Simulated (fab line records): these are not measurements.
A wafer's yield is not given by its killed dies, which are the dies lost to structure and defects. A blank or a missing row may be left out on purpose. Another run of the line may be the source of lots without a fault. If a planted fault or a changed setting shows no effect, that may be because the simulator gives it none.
2 desks looking at one fault + flow n5 finfet + every desk sees just its own numbers, and what lay behind them comes last

== FOR THE TOOL OWNER'S DESK: plasma asher-02 ==
The tool's own readings at N5_SDB_STRIP_22 (strips in N2/H2): means of the sampled wafers that have a number, for each lot that ran on this tool. The brackets show how far a lot's mean lies from the usual mean; more than 4 standard deviations puts the lot out of limits, marked OUT.
Columns: A = drypump motor current A at N5_SDB_STRIP_22, usual 5.5 A; B = heater power w at N5_SDB_STRIP_22, usual 353 W; C = oes product au at N5_SDB_STRIP_22, usual 0.715 a.u.; D = strip time to endpoint s at N5_SDB_STRIP_22, usual 96.2 s
| lot  | first seen here | A   | B   | C                | D               |
|------|-----------------|-----|-----|------------------|-----------------|
| L409 | day 5 01:13     | 5.5 | 359 | 0.715            | 96.6            |
| L414 | day 6 05:59     | 5.8 | 358 | 0.688 (-6.4) OUT | 102.0 (+12) OUT |
| L416 | day 7 03:30     | 5.8 | 366 | 0.689 (-6.0) OUT | 101.2 (+10) OUT |
| L427 | day 9 22:19     | 5.9 | 364 | 0.715            | 96.4            |
This desk finds L414, L416 out of limits, L414 being first, at day 6 05:59 (oes product au at N5_SDB_STRIP_22). In limits: L409, L427.

== AT THE METROLOGY DESK ==
Means of the sampled wafers that have a number, per lot and without regard to the tool the lot ran on: this is what the gauges read. The brackets show how far a lot's mean lies from the usual mean; more than 4 standard deviations puts the lot out of limits, marked OUT. Of its 10 readings 7 are shown: those that lie furthest out on some lot.
Columns: A = DIBL_P at N5_BEOL_M4_RC_MEAS_101, usual 36.0 mV/V; B = IOFF_P at N5_BEOL_M4_RC_MEAS_101, usual 0.21 nA/um; C = ION_N at N5_BEOL_M4_RC_MEAS_101, usual 675 uA/um; D = ION_P at N5_BEOL_M4_RC_MEAS_101, usual 464 uA/um; E = SS_N at N5_BEOL_M4_RC_MEAS_101, usual 71.5 mV/dec; F = VT_N at N5_BEOL_M4_RC_MEAS_101, usual 250 mV; G = VT_P at N5_BEOL_M4_RC_MEAS_101, usual -250 mV
| lot  | first seen here | A    | B    | C   | D   | E    | F   | G    |
|------|-----------------|------|------|-----|-----|------|-----|------|
| L404 | day 7 18:26     | 38.7 | 0.28 | 692 | 475 | 71.7 | 246 | -245 |
| L405 | day 8 05:31     | 35.5 | 0.21 | 661 | 458 | 71.1 | 251 | -249 |
| L409 | day 9 00:40     | 34.8 | 0.21 | 673 | 473 | 71.2 | 249 | -248 |
| L414 | day 9 22:16     | 34.3 | 0.18 | 668 | 461 | 71.3 | 254 | -252 |
| L418 | day 12 21:15    | 34.9 | 0.20 | 681 | 465 | 72.3 | 250 | -249 |
| L425 | day 13 00:07    | 36.1 | 0.21 | 669 | 459 | 71.9 | 250 | -249 |
| L426 | day 14 12:35    | 35.7 | 0.21 | 675 | 466 | 72.0 | 252 | -249 |
| L416 | day 14 14:58    | 35.5 | 0.23 | 682 | 469 | 71.5 | 247 | -247 |
| L427 | day 15 04:40    | 36.9 | 0.21 | 667 | 458 | 71.1 | 251 | -249 |
This desk found nothing out of limits on any of the 9 lots.

== PUT TOGETHER ==
The tool owner's desk could have raised an alarm at day 6 05:59, on L414, L416.
The metrology desk saw nothing out of limits.
The metrology desk has L414, L416 on record, within its limits.
On plasma asher-02, each named lot ran N5_SDB_STRIP_22.

== WHAT THE SIMULATOR HAD INSERTED ==
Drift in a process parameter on plasma asher-02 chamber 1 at N5_SDB_STRIP_22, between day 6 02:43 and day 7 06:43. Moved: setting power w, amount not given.
Lots struck among those shown: L414, L416.
How many hours passed from the start of the fault until each desk's first out-of-limits reading: the tool owner's desk, 3.
